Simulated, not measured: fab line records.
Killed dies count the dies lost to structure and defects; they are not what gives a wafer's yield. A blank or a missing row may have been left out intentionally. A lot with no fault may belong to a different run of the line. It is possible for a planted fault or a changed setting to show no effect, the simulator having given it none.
fab line records	flow n5Finfet
record lots=9	wafers=27	lastDay=24
route steps=1938 shown HKMG_FIN@457 GATE_CUT@466 BEOL_M4@1111 PASSIVATION@1936
lots that met no fault: taken from a fault-free run of the same line
startH: the number of hours between the record's first day and the start of the first shown wafer of the lot	waitH: hours from the lot's prior step to this one	" repeats the value in the row above	L1.1+2: a single row standing in for several wafers	- either no value or no given start	* or withheld: withheld	< > ~ a bound
route shown NAME@n: NAME is a module with steps in the file, n the number in the route of the first one	usual: mean and standard deviation over wafers with no fault	same: alike in all rows	chamber/n: place in a boat	sites: the reading at each site	_std_site: the standard deviation of these	_edge_site: mean of outer sites minus mean of inner sites	radiusMm: how far each site lies from the wafer's centre	mask NAME#n: copy n	behind: the most recent tool/chamber to have shaped the wafer	hold: the reason the lot was held/the length of the hold in hours/how it ended	device: names the non-switching transistor (n, p or np)	end of line: the route-end tests of the same wafers	a step given without rows: its recipe and nothing more	killed: dies that structure and defects cost at the first sort, which is not the same as the wafer's yield	map: dies across one wafer; x = killed, . = not, _ = none there
set.NAME: the setting that was run; set.NAME@STEP: the one run at that earlier step	model.NAME: the simulator's own value behind a step, which no gauge read
steps of the route over a sample of lots; a table a step, a row a wafer
services: from which hour (startH, from the record's first day; less than 0 if before it) a tool's chamber was out of use, for how many hours, and why
## steps
# step N5_HKMG_FIN_ALD_72
# recipe material=W	targetThkA=20	tempC=300	pressureTorr=7.5	aldPrecursorFamily=WF6	aldCoReactant=B2H6	pulseTimeS=1	purgeTimeS=2	coReactantPurgeTimeS=2	coReactantPulseTimeS=3	aldCycles=7
# usual heaterPowerW=498/63	precursorPulseHeightRel=0.998/0.019
lot.wafer	tool	chamber	startH	waitH	heaterPowerW	precursorPulseHeightRel
L225.2	cvdW-01	1	120.70	0.2	394	1.039
L225.3	"	1	"	"	401	0.973
L225.5	"	1	"	"	391	0.991
L227.1	cvdW-01	0	133.52	0.2	540	0.980
L227.3	"	0	"	"	535	1.010
L227.4	"	0	"	"	564	0.963
L229.1	cvdW-01	1	147.03	0.2	399	0.991
L229.4	"	0	"	"	546	0.970
L229.5	"	0	"	"	542	0.989
L232.3	cvdW-02	0	163.12	0.2	502	0.984
L232.4	"	1	"	"	534	1.008
L232.5	"	0	"	"	504	1.036
L230.2	cvdW-01	0	165.55	0.2	543	0.989
L230.3	"	0	"	"	571	1.007
L230.4	"	1	"	"	394	1.011
L233.2	cvdW-01	1	171.13	0.2	399	0.992
L233.4	"	1	"	"	406	1.010
L233.5	"	1	"	"	402	0.987
L234.2	cvdW-02	0	176.20	0.2	498	0.993
L234.5	"	1	"	"	537	0.987
L234.6	"	0	"	"	512	0.989
L236.2	cvdW-01	1	197.15	0.2	408	1.000
L236.3	"	1	"	"	403	0.995
L236.4	"	0	"	"	546	0.999
L240.1	cvdW-01	1	214.11	0.2	401	0.994
L240.2	"	0	"	"	555	1.015
L240.6	"	0	"	"	547	0.997
# step N5_HKMG_FIN_CMP_23
# recipe stopOn=SiNx	tOverpolishS=10	postCmpClean=rinseOnly	downForcePsi=4	platenRpm=50.289	padVelocityMS=1.0006	targetThkNm=46.326
# usual motorCurrentA=11.4/1.3	overpolishRunS=10.001/0.0091	padLifeWafers=804/420	timeToEndpointS=12.0/2.3
lot.wafer	tool	chamber	startH	waitH	motorCurrentA	overpolishRunS	padLifeWafers	timeToEndpointS
L225.2	cmp-02	1	121.09	0.2	9.3	9.998	1038	8.2
L225.3	"	3	"	"	12.9	9.987	1040	9.6
L225.5	"	1	"	"	10.1	9.979	-	8.0
L227.1	cmp-02	1	133.78	0.0	9.3	9.997	1158	10.9
L227.3	"	3	"	"	12.5	10.002	1160	9.6
L227.4	"	0	"	"	9.6	10.000	1161	14.1
L229.4	cmp-02	1	147.33	0.1	9.5	10.018	1261	10.0
L229.1	"	3	"	"	12.7	10.008	1263	9.8
L229.5	"	0	"	"	9.6	9.989	-	13.0
L232.4	cmp-01	2	163.27	0.0	11.4	10.007	366	12.5
L232.3	"	0	"	"	12.2	9.989	368	7.6
L232.5	"	3	"	"	12.7	10.026	-	13.7
L230.2	cmp-01	2	165.74	0.0	11.4	10.000	384	12.7
L230.4	"	3	"	"	12.8	10.014	385	15.2
L230.3	"	0	"	"	11.3	10.001	386	10.0
L233.2	cmp-03	0	171.45	0.2	10.6	10.013	1020	11.8
L233.4	"	3	"	"	12.5	10.003	1023	12.9
L233.5	"	1	"	"	12.6	9.998	-	14.1
L234.2	cmp-03	1	176.40	0.0	12.6	10.002	1080	14.3
L234.5	"	1	"	"	12.1	10.012	-	11.6
L234.6	"	2	"	"	12.0	9.999	-	10.3
L236.3	cmp-03	0	197.40	0.1	10.4	10.001	1290	13.9
L236.2	"	2	"	"	12.7	9.994	1292	13.9
L236.4	"	3	"	"	11.7	10.001	1293	15.3
L240.2	cmp-02	0	214.36	0.1	8.9	10.001	1813	13.7
L240.1	"	1	"	"	9.6	10.007	1814	10.7
L240.6	"	3	"	"	12.6	9.999	-	10.0
# step N5_GATE_CUT_ETCH_56
# recipe chemistry=Cl2/Ar	target=TiN	targetDepthA=216	pressureMtorr=10	icpW=600	biasW=60	Cl2_flow_sccm=40	Ar_flow_sccm=60
# usual biasW=59.96/0.18	chamberPressureMTorr=9.999/0.0097	drypumpMotorCurrentA=5.6/0.42	oesProductAu=0.73/0.11	throttleValvePct=20.76/0.18
lot.wafer	tool	chamber	startH	waitH	biasW	chamberPressureMTorr	drypumpMotorCurrentA	oesProductAu	rfHoursCounterH	throttleValvePct
L225.2	rieMetal-01	1	121.96	0.1	59.87	9.975	4.9	0.83	29	20.62
L225.3	"	0	"	"	59.94	10.005	5.8	0.58	-	21.12
L225.5	"	1	"	"	59.83	10.006	4.9	0.82	-	20.63
L227.1	rieMetal-01	0	134.65	0.1	60.02	9.985	5.8	0.57	134	21.14
L227.3	"	1	"	"	59.89	9.997	4.9	0.82	-	20.60
L227.4	"	0	"	"	59.88	9.994	5.8	0.58	-	21.11
L229.1	rieMetal-01	1	148.77	0.2	60.32	10.024	5.0	0.83	31	20.63
L229.4	"	1	"	"	60.07	10.001	4.9	0.83	-	20.62
L229.5	"	1	"	"	59.96	9.988	5.0	0.82	-	20.64
L232.3	rieMetal-02	1	164.17	0.1	60.06	10.021	6.0	0.61	-	20.99
L232.4	"	0	"	"	59.99	10.006	5.8	0.69	-	20.67
L232.5	"	1	"	"	59.81	10.008	5.9	0.59	-	20.97
L230.2	rieMetal-01	0	166.61	0.1	48.92	9.999	5.8	0.89	1	20.67
L230.3	"	1	"	"	48.95	9.992	4.9	0.77	-	20.70
L230.4	"	0	"	"	48.99	10.007	5.8	0.89	-	20.67
L233.2	rieMetal-01	0	172.49	0.1	48.74	10.011	5.8	0.87	2	20.67
L233.4	"	1	"	"	48.86	10.000	4.9	0.77	-	20.70
L233.5	"	1	"	"	48.64	9.989	4.9	0.76	-	20.68
L234.2	rieMetal-01	0	177.26	0.1	48.97	9.990	5.8	0.87	2	20.67
L234.5	"	1	"	"	48.92	9.999	4.9	0.78	-	20.71
L234.6	"	0	"	"	48.87	9.988	5.8	0.87	-	20.68
L236.2	rieMetal-03	0	198.27	0.1	60.25	9.992	6.1	0.65	105	20.69
L236.3	"	1	"	"	60.13	9.989	5.5	0.73	-	21.15
L236.4	"	0	"	"	59.89	10.003	6.1	0.65	-	20.69
L240.1	rieMetal-02	0	217.40	0.1	60.11	9.998	5.8	0.67	95	20.68
L240.2	"	1	"	"	59.78	9.999	5.9	0.92	3	20.71
L240.6	"	1	"	"	59.81	10.014	5.9	0.92	-	20.72
# step N5_GATE_CUT_ETCHBACK_30
# recipe chemistry=Cl2/Ar	target=TiN	targetDepthA=30	mode=isotropic	pressureMtorr=10	icpW=600	biasW=60	Cl2_flow_sccm=40	Ar_flow_sccm=60
# usual chamberPressureMTorr=10.000/0.0091	drypumpMotorCurrentA=5.6/0.43	oesProductAu=0.73/0.11	throttleValvePct=20.76/0.18
lot.wafer	tool	chamber	startH	waitH	chamberPressureMTorr	drypumpMotorCurrentA	oesProductAu	rfHoursCounterH	throttleValvePct
L225.2	rieMetal-01	1	122.05	0.1	9.997	4.9	0.83	29	20.61
L225.3	"	0	"	"	10.002	5.8	0.58	-	21.13
L225.5	"	1	"	"	10.015	4.9	0.82	-	20.62
L227.1	rieMetal-01	0	134.74	0.1	9.993	5.8	0.57	134	21.13
L227.3	"	1	"	"	10.015	5.0	0.82	-	20.63
L227.4	"	0	"	"	9.993	5.8	0.57	-	21.13
L229.1	rieMetal-01	1	148.95	0.1	10.010	4.9	0.82	31	20.63
L229.4	"	1	"	"	10.000	4.9	0.82	-	20.64
L229.5	"	1	"	"	10.012	4.9	0.82	-	20.64
L232.3	rieMetal-02	1	164.24	0.0	9.988	5.9	0.60	-	20.99
L232.4	"	0	"	"	10.001	5.9	0.68	-	20.67
L232.5	"	1	"	"	9.980	5.9	0.60	-	20.99
L230.2	rieMetal-01	0	166.70	0.1	10.016	5.8	0.93	1	20.62
L230.3	"	1	"	"	10.006	4.9	0.81	-	20.65
L230.4	"	0	"	"	9.993	5.8	0.94	-	20.62
L233.2	rieMetal-01	0	172.58	0.1	10.005	5.8	0.92	2	20.62
L233.4	"	1	"	"	9.994	4.9	0.81	-	20.64
L233.5	"	1	"	"	9.986	4.9	0.81	-	20.64
L234.2	rieMetal-01	0	177.35	0.1	10.013	5.8	0.92	2	20.62
L234.5	"	1	"	"	10.003	4.9	0.82	-	20.63
L234.6	"	0	"	"	9.993	5.8	0.92	-	20.62
L236.2	rieMetal-03	0	198.36	0.1	9.984	6.1	0.65	105	20.70
L236.3	"	1	"	"	9.998	5.5	0.73	-	21.13
L236.4	"	0	"	"	9.996	6.1	0.65	-	20.70
L240.1	rieMetal-02	0	217.49	0.1	9.991	5.9	0.68	95	20.68
L240.2	"	1	"	"	10.002	6.0	0.92	3	20.71
L240.6	"	1	"	"	9.995	6.0	0.92	-	20.70
# step N5_BEOL_M4_RC_MEAS_101
# usual DIBL_N=35.8/1.6	DIBL_P=35.6/2	IOFF_N=0.15/0.031	IOFF_P=0.20/0.033	ION_N=668/12	ION_P=459/6.8	SS_N=71.4/0.53	SS_P=73.1/0.63	VT_N=250/3.5	VT_P=-251/3
lot.wafer	tool	chamber	startH	waitH	DIBL_N[mV/V]	DIBL_P[mV/V]	IOFF_N[nA/um]	IOFF_P[nA/um]	ION_N[uA/um]	ION_P[uA/um]	SS_N[mV/dec]	SS_P[mV/dec]	VT_N[mV]	VT_P[mV]
L227.1	prober-01	0	382.72	0.0	37.1	38.1	0.20	0.23	702	472	72.0	73.9	244	-247
L227.3	"	0	"	"	35.8	36.3	0.17	0.20	675	455	71.6	74.0	249	-250
L227.4	"	0	"	"	35.5	35.6	0.17	0.20	696	467	71.9	73.4	246	-251
L225.2	prober-01	0	387.70	0.2	34.6	34.7	0.12	0.17	643	449	70.8	71.9	258	-252
L225.3	"	0	"	"	34.2	34.0	0.12	0.17	657	455	70.2	72.0	255	-253
L225.5	"	0	"	"	33.9	34.0	0.12	0.17	644	451	70.4	72.1	256	-254
L229.1	prober-02	0	391.32	0.0	38.4	39.6	0.24	0.29	691	467	72.4	74.2	244	-246
L229.4	"	0	"	"	34.9	35.3	0.15	0.21	673	465	71.5	73.4	251	-251
L229.5	"	0	"	"	36.7	38.1	0.19	0.26	673	469	71.7	73.8	248	-247
L230.2	prober-02	0	402.70	0.2	34.1	33.8	0.11	0.17	655	455	71.3	72.1	253	-253
L230.3	"	0	"	"	33.2	32.4	0.11	0.15	643	444	71.7	72.2	256	-256
L230.4	"	0	"	"	35.9	35.9	0.15	0.20	668	461	71.4	72.8	253	-251
L234.2	prober-01	0	404.51	0.2	37.5	37.2	0.17	0.22	679	461	71.5	73.1	246	-253
L234.5	"	0	"	"	35.6	34.8	0.14	0.19	659	454	71.2	73.4	251	-250
L234.6	"	0	"	"	36.9	36.1	0.16	0.21	680	462	71.5	73.6	249	-251
L232.3	prober-01	0	410.25	0.3	36.0	37.2	0.16	0.17	667	454	71.8	73.1	253	-256
L232.4	"	0	"	"	35.0	37.0	0.15	0.16	668	454	71.6	73.7	251	-255
L232.5	"	0	"	"	37.1	38.1	0.18	0.17	681	448	72.0	73.1	248	-254
L233.2	prober-01	0	414.49	0.2	35.5	34.4	0.15	0.20	656	453	71.4	73.3	251	-250
L233.4	"	0	"	"	36.5	37.1	0.18	0.24	687	463	71.7	74.2	249	-249
L233.5	"	0	"	"	35.1	34.5	0.15	0.20	648	450	71.2	73.0	253	-252
L236.2	prober-02	0	435.75	0.2	34.3	35.4	0.14	0.18	674	463	70.5	72.9	250	-254
L236.3	"	0	"	"	36.0	37.6	0.17	0.20	679	462	71.3	73.1	246	-251
L236.4	"	0	"	"	39.0	40.7	0.25	0.27	691	467	72.0	73.1	243	-249
L240.1	prober-02	0	461.43	0.0	35.9	35.3	0.15	0.19	686	472	71.0	72.7	247	-250
L240.2	"	0	"	"	35.6	34.6	0.13	0.19	659	458	71.7	72.8	251	-251
L240.6	"	0	"	"	33.5	32.1	0.10	0.15	648	450	71.4	72.0	256	-255
# step N5_PASSIVATION_PROBE_49
# usual defectLimitedYield=90.7/1.5	killed_at_M0_to_M3=38/11	killed_at_M4_up=15/5.5	killedAtContacts=12/6	killedAtFrontEnd=41/11	killedAtOther=3.5/2.7	killedDies=110/18	killedOpen=72/13	killedShort=35/8.7	sort_bin_5_function=5.5/1.1	sort_bin_6_memory=3.4/0.63	sort_bin_8_speed=0.01/0.037	sortNPass=1070/18	sortYieldPct=90.7/1.5
# same grossDies=1180	killedAtBackSide=0	sort_bin_4_leakage[%]=0
lot.wafer	tool	chamber	startH	waitH	defectLimitedYield[%]	killed_at_M0_to_M3	killed_at_M4_up	killedAtContacts	killedAtFrontEnd	killedAtOther	killedDies	killedOpen	killedShort	sort_bin_5_function[%]	sort_bin_6_memory[%]	sort_bin_8_speed[%]	sortNPass	sortYieldPct[%]
L227.1	prober-01	-	510.60	0.0	89.7	37	19	10	49	7	122	65	56	5.7	3.9	0	1058	89.7
L227.3	prober-01	-	510.70	0.1	90.3	49	16	8	39	3	115	67	47	5.9	3.4	0	1065	90.3
L227.4	prober-01	-	510.75	0.2	86.7	65	10	18	58	6	157	111	46	8.6	4.2	0	1023	86.7
# killed by level:class
L227.1 FIN_SAQP:geometricParticle:short=10 GATE_CUT:geometricParticle:short=8 MOL_CONTACT_COAG:geometricParticle:open=7 BEOL_M0_SAQP:geometricParticle:short=6 BEOL_M1:geometricParticle:open=6 STARTING-WAFER:geometricParticle:open=6 DUMMY_GATE:geometricParticle:open=5 GATE_CUT:geometricParticle:open=5
L227.3 STI_FIN_REVEAL:geometricParticle:open=9 BEOL_M1:geometricParticle:short=9 BEOL_M0_SAQP:geometricParticle:short=8 FIN_SAQP:geometricParticle:short=7 GATE_CUT:geometricParticle:short=7 BEOL_M3:geometricParticle:open=7 MOL_CONTACT_COAG:geometricParticle:open=6 BEOL_M0_SAQP:geometricParticle:open=6
L227.4 FIN_SAQP:geometricParticle:open=15 BEOL_M2:geometricParticle:open=15 BEOL_M1:geometricParticle:open=14 MOL_CONTACT_COAG:geometricParticle:open=14 FIN_SAQP:geometricParticle:short=12 BEOL_M3:geometricParticle:open=9 DUMMY_GATE:geometricParticle:open=8 BEOL_M0_SAQP:geometricParticle:open=8
## services
tool	chamber	startH	hours	kind
rieMetal-03	-	108.28	1.7	repair
cmp-01	-	114.53	0.8	repair
cmp-01	-	118.00	4.0	pm
cmp-01	-	122.00	-	consumableReplace:conditioner
cmp-01	-	122.00	-	consumableReplace:pad
cmp-03	-	123.31	2.1	repair
cvdW-01	1	125.56	12.3	repair
cmp-03	-	129.53	6.1	pm
rieMetal-03	-	132.67	1.4	pm
rieMetal-02	1	139.36	18.5	repair
cvdW-01	0	139.96	-	calibration
cmp-01	-	141.28	0.9	repair
rieMetal-01	0	141.76	-	clean
rieMetal-01	0	141.76	17.7	scheduledDown
rieMetal-01	0	141.76	17.7	ventCycle
cmp-01	-	143.76	0.4	repair
cvdW-01	-	147.19	3.8	pm
cmp-02	-	162.89	5.1	repair
cvdW-02	1	164.77	11.3	repair
cvdW-02	0	166.71	8.4	repair
rieMetal-02	1	174.04	-	clean
rieMetal-02	1	174.04	17.0	scheduledDown
rieMetal-02	1	174.04	17.0	ventCycle
rieMetal-03	-	199.22	0.2	repair
## key
firstSign step=N5_GATE_CUT_ETCH_56	reading=biasW	direction=down	sigmas=61	usual=*	struck=*
effect none on later readings
metAt N5_GATE_CUT_ETCH_56
struckLots L230,L233,L234
notActingAt N5_HKMG_FIN_ALD_72,N5_HKMG_FIN_CMP_23,N5_GATE_CUT_ETCHBACK_30
onsetBetween 148.77 166.61
fault kind=processParameterDrift	tool=rieMetal-01	chamber=-	onsetH=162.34	steps=N5_GATE_CUT_ETCH_56	channel=biasW	offset=*	shape=step	endH=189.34	actsIn=*	stated=*
